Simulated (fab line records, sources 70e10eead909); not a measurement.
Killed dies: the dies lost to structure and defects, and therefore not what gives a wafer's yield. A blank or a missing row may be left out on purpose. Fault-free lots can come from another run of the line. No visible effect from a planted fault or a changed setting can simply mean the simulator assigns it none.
Which of the tools did it? :: flow nand harc :: Sampling: 14 lots, 42 wafers, 4 of 1159 route steps

== WHAT THE GAUGES READ, wafer by wafer ==
NHARC_P_START_INSPECT_01.
lot: L779
measured: day 1 18:02
on: defect inspect-01
raw defect count: 4 10 6

lot: L780
measured: day 2 00:02
on: defect inspect-01
raw defect count: 2 3 3

lot: L781
measured: day 2 06:02
on: defect inspect-01
raw defect count: 4 3 2

lot: L782
measured: day 2 12:03
on: defect inspect-01
raw defect count: 3 6 1

lot: L784
measured: day 3 00:02
on: defect inspect-01
raw defect count: 2 3 3

lot: L785
measured: day 3 06:02
on: defect inspect-02
raw defect count: 0 3 3

lot: L786
measured: day 3 12:02
on: defect inspect-02
raw defect count: 2 4 4

lot: L787
measured: day 3 18:02
on: defect inspect-02
raw defect count: 5 1 1

lot: L794
measured: day 5 12:02
on: defect inspect-01
raw defect count: 4 7 2

lot: L795
measured: day 5 18:02
on: defect inspect-01
raw defect count: 6 4 7

lot: L797
measured: day 6 06:02
on: defect inspect-01
raw defect count: 3 3 3

lot: L798
measured: day 6 12:02
on: defect inspect-01
raw defect count: 1 1 9

lot: L799
measured: day 6 18:02
on: defect inspect-02
raw defect count: 4 3 3

lot: L801
measured: day 7 06:02
on: defect inspect-01
raw defect count: 4 3 3

NHARC_P_ZERO_WELL_CD_MEAS_24: the cd target is 720 nm.
lot: L779
measured: day 1 20:30
on: cd sem-03
cd nm (nm): 721.3 721.7 721.3

lot: L780
measured: day 2 02:35
on: cd sem-02
cd nm (nm): 721.2 718.9 721.6

lot: L781
measured: day 2 08:35
on: cd sem-02
cd nm (nm): 721.6 722.9 720.9

lot: L782
measured: day 2 14:28
on: cd sem-02
cd nm (nm): 719.8 720.8 717.3

lot: L784
measured: day 3 02:28
on: cd sem-01
cd nm (nm): 722.4 718.6 721.3

lot: L785
measured: day 3 08:35
on: cd sem-01
cd nm (nm): - - -

lot: L786
measured: day 3 15:11
on: cd sem-01
cd nm (nm): - - -

lot: L787
measured: day 3 20:33
on: cd sem-01
cd nm (nm): 722.7 720.3 715.7

lot: L794
measured: day 5 14:35
on: cd sem-01
cd nm (nm): 717.6 716.2 717.7

lot: L795
measured: day 5 20:37
on: cd sem-02
cd nm (nm): 721.0 720.0 719.5

lot: L797
measured: day 6 08:22
on: cd sem-01
cd nm (nm): 719.7 716.5 716.2

lot: L798
measured: day 6 14:28
on: cd sem-01
cd nm (nm): 718.1 716.6 718.1

lot: L799
measured: day 6 20:35
on: cd sem-03
cd nm (nm): 721.3 718.9 721.5

lot: L801
measured: day 7 08:31
on: cd sem-02
cd nm (nm): 721.8 722.0 717.9

== WHICH TOOL RAN EACH LOT (tool, then ch and the chambers of the sampled wafers, then the start) ==
lot: L779
NHARC_P_ZERO_WELL_ETCH_65: rie diel-01 ch 1,2,3, day 1 19:23
NHARC_P_ZERO_WELL_PEB_22: litho track-02 ch 0, day 1 20:25

lot: L780
NHARC_P_ZERO_WELL_ETCH_65: rie diel-10 ch 0,1,2, day 2 01:30
NHARC_P_ZERO_WELL_PEB_22: litho track-03 ch 0, day 2 02:29

lot: L781
NHARC_P_ZERO_WELL_ETCH_65: rie diel-01 ch 0,1,3, day 2 07:29
NHARC_P_ZERO_WELL_PEB_22: litho track-03 ch 0, day 2 08:29

lot: L782
NHARC_P_ZERO_WELL_ETCH_65: rie diel-13 ch 0,1, day 2 13:22
NHARC_P_ZERO_WELL_PEB_22: litho track-07 ch 0, day 2 14:22

lot: L784
NHARC_P_ZERO_WELL_ETCH_65: rie diel-13 ch 1,2,3, day 3 01:30
NHARC_P_ZERO_WELL_PEB_22: litho track-03 ch 0, day 3 02:22

lot: L785
NHARC_P_ZERO_WELL_ETCH_65: rie diel-13 ch 0,2,3, day 3 07:29
NHARC_P_ZERO_WELL_PEB_22: litho track-03, day 3 08:29

lot: L786
NHARC_P_ZERO_WELL_ETCH_65: rie diel-10 ch 0,1,3, day 3 14:05
NHARC_P_ZERO_WELL_PEB_22: litho track-03, day 3 15:06

lot: L787
NHARC_P_ZERO_WELL_ETCH_65: rie diel-13 ch 1,2, day 3 19:27
NHARC_P_ZERO_WELL_PEB_22: litho track-07 ch 0, day 3 20:28

lot: L794
NHARC_P_ZERO_WELL_ETCH_65: rie diel-01 ch 2,3, day 5 13:29
NHARC_P_ZERO_WELL_PEB_22: litho track-07 ch 0, day 5 14:30

lot: L795
NHARC_P_ZERO_WELL_ETCH_65: rie diel-13 ch 0,1,2, day 5 19:31
NHARC_P_ZERO_WELL_PEB_22: litho track-02 ch 0, day 5 20:32

lot: L797
NHARC_P_ZERO_WELL_ETCH_65: rie diel-13 ch 2,3, day 6 07:24
NHARC_P_ZERO_WELL_PEB_22: litho track-07 ch 0, day 6 08:17

lot: L798
NHARC_P_ZERO_WELL_ETCH_65: rie diel-13 ch 0,1,3, day 6 13:22
NHARC_P_ZERO_WELL_PEB_22: litho track-07 ch 0, day 6 14:23

lot: L799
NHARC_P_ZERO_WELL_ETCH_65: rie diel-10 ch 2,3, day 6 19:22
NHARC_P_ZERO_WELL_PEB_22: litho track-03 ch 0, day 6 20:29

lot: L801
NHARC_P_ZERO_WELL_ETCH_65: rie diel-01 ch 0,1,3, day 7 07:32
NHARC_P_ZERO_WELL_PEB_22: litho track-07 ch 0, day 7 08:25
- NHARC_P_ZERO_WELL_ETCH_65: etches the open film in N2/H2, target depth 80 nm, overetch 24 nm, time 87.88 s.
- NHARC_P_ZERO_WELL_PEB_22: peb time 85 s.

== AS READ BY THE TOOLS THEMSELVES (means over the sampled wafers that have a number; for cases with no such wafer, the mark the record gives instead) ==
NHARC_P_ZERO_WELL_ETCH_65.
lot: L779
tool: rie diel-01
drypump motor current A (A): 5.6
oes product au (a.u.): 1.009
rf vpp V (V): 431.3
showerhead plenum p Torr (Torr): 2.08
throttle valve pct (%): 14.166

lot: L780
tool: rie diel-10
drypump motor current A (A): 5.7
oes product au (a.u.): 0.994
rf vpp V (V): 432.1
showerhead plenum p Torr (Torr): 2.09
throttle valve pct (%): 14.179

lot: L781
tool: rie diel-01
drypump motor current A (A): 5.7
oes product au (a.u.): 1.002
rf vpp V (V): 432.4
showerhead plenum p Torr (Torr): 2.09
throttle valve pct (%): 14.165

lot: L782
tool: rie diel-13
drypump motor current A (A): 5.7
oes product au (a.u.): 0.991
rf vpp V (V): 432.4
showerhead plenum p Torr (Torr): 2.11
throttle valve pct (%): 14.176

lot: L784
tool: rie diel-13
drypump motor current A (A): 5.4
oes product au (a.u.): 1.006
rf vpp V (V): 432.0
showerhead plenum p Torr (Torr): 2.09
throttle valve pct (%): 14.174

lot: L785
tool: rie diel-13
drypump motor current A (A): 5.4
oes product au (a.u.): 1.002
rf vpp V (V): 431.0
showerhead plenum p Torr (Torr): 2.04
throttle valve pct (%): 14.176

lot: L786
tool: rie diel-10
drypump motor current A (A): 5.7
oes product au (a.u.): 0.997
rf vpp V (V): 429.6
showerhead plenum p Torr (Torr): 2.01
throttle valve pct (%): 14.172

lot: L787
tool: rie diel-13
drypump motor current A (A): 5.8
oes product au (a.u.): 1.004
rf vpp V (V): 430.8
showerhead plenum p Torr (Torr): 2.06
throttle valve pct (%): 14.173

lot: L794
tool: rie diel-01
drypump motor current A (A): 5.8
oes product au (a.u.): 1.010
rf vpp V (V): 429.2
showerhead plenum p Torr (Torr): 1.99
throttle valve pct (%): 14.169

lot: L795
tool: rie diel-13
drypump motor current A (A): 5.8
oes product au (a.u.): 0.986
rf vpp V (V): 431.7
showerhead plenum p Torr (Torr): 2.06
throttle valve pct (%): 14.173

lot: L797
tool: rie diel-13
drypump motor current A (A): 5.4
oes product au (a.u.): 0.999
rf vpp V (V): 430.4
showerhead plenum p Torr (Torr): 2.04
throttle valve pct (%): 14.175

lot: L798
tool: rie diel-13
drypump motor current A (A): 5.4
oes product au (a.u.): 0.992
rf vpp V (V): 431.0
showerhead plenum p Torr (Torr): 2.08
throttle valve pct (%): 14.172

lot: L799
tool: rie diel-10
drypump motor current A (A): 5.9
oes product au (a.u.): 1.011
rf vpp V (V): 428.8
showerhead plenum p Torr (Torr): 1.98
throttle valve pct (%): 14.171

lot: L801
tool: rie diel-01
drypump motor current A (A): 5.8
oes product au (a.u.): 1.002
rf vpp V (V): 432.9
showerhead plenum p Torr (Torr): 2.09
throttle valve pct (%): 14.163

NHARC_P_ZERO_WELL_PEB_22.
lot: L779
tool: litho track-02
chill plate temp C (C): 23.12
exhaust pa (Pa): 45.3
heater power total W (W): 163.81

lot: L780
tool: litho track-03
chill plate temp C (C): 22.94
exhaust pa (Pa): 44.7
heater power total W (W): 163.89

lot: L781
tool: litho track-03
chill plate temp C (C): 22.96
exhaust pa (Pa): 46.6
heater power total W (W): 163.94

lot: L782
tool: litho track-07
chill plate temp C (C): 23.00
exhaust pa (Pa): 43.3
heater power total W (W): 164.27

lot: L784
tool: litho track-03
chill plate temp C (C): 23.02
exhaust pa (Pa): 44.5
heater power total W (W): 163.69

lot: L785
tool: litho track-03
chill plate temp C (C): -
exhaust pa (Pa): -
heater power total W (W): -

lot: L786
tool: litho track-03
chill plate temp C (C): -
exhaust pa (Pa): -
heater power total W (W): -

lot: L787
tool: litho track-07
chill plate temp C (C): 23.01
exhaust pa (Pa): 44.7
heater power total W (W): 163.92

lot: L794
tool: litho track-07
chill plate temp C (C): 23.08
exhaust pa (Pa): 46.4
heater power total W (W): 163.76

lot: L795
tool: litho track-02
chill plate temp C (C): 22.95
exhaust pa (Pa): 44.3
heater power total W (W): 163.90

lot: L797
tool: litho track-07
chill plate temp C (C): 22.93
exhaust pa (Pa): 45.3
heater power total W (W): 164.02

lot: L798
tool: litho track-07
chill plate temp C (C): 23.09
exhaust pa (Pa): 43.0
heater power total W (W): 163.92

lot: L799
tool: litho track-03
chill plate temp C (C): 22.90
exhaust pa (Pa): 45.7
heater power total W (W): 164.00

lot: L801
tool: litho track-07
chill plate temp C (C): 22.96
exhaust pa (Pa): 44.5
heater power total W (W): 164.00

== THE ANSWER, worked out from the rows above alone ==
Rule: the usual values come from the lots themselves. Put in order of their means at a reading, lots are off if they are a third of the lots or fewer, leave a main group of 4 or more, and stand apart from it by a gap of 3 or more times the standard deviation of the main group's means; of several such gaps the widest counts. The tables above print the reading to a certain number of digits; a main group whose means all agree to those digits is not used. A lot without any number at a reading at which 4 lots or more have one is off too. The other lots that the step has rows for count as sound. First the gauges in route order, then the tools' own readings, where a lot's mean is used as printed above. At the first step where some lot is off, the reading lying furthest off is the one used; lots without a number count as furthest.
Off: L785, L786, at NHARC_P_ZERO_WELL_CD_MEAS_24 (cd nm). Without a number there: L785, L786. Mean 719.7 nm and standard deviation 1.5 in the main group.
If a tool, at a process step before that reading, ran all the lots that are off and no sound lot after the first of them, it fits. Not tried: the gauges at NHARC_P_ZERO_WELL_CD_MEAS_24; whatever is off there is also off at NHARC_P_ZERO_WELL_PEB_22, on other tools, and gauge error can't account for it. Not one of the candidates tried fits.

== WHAT THE SIMULATOR HAD INSERTED ==
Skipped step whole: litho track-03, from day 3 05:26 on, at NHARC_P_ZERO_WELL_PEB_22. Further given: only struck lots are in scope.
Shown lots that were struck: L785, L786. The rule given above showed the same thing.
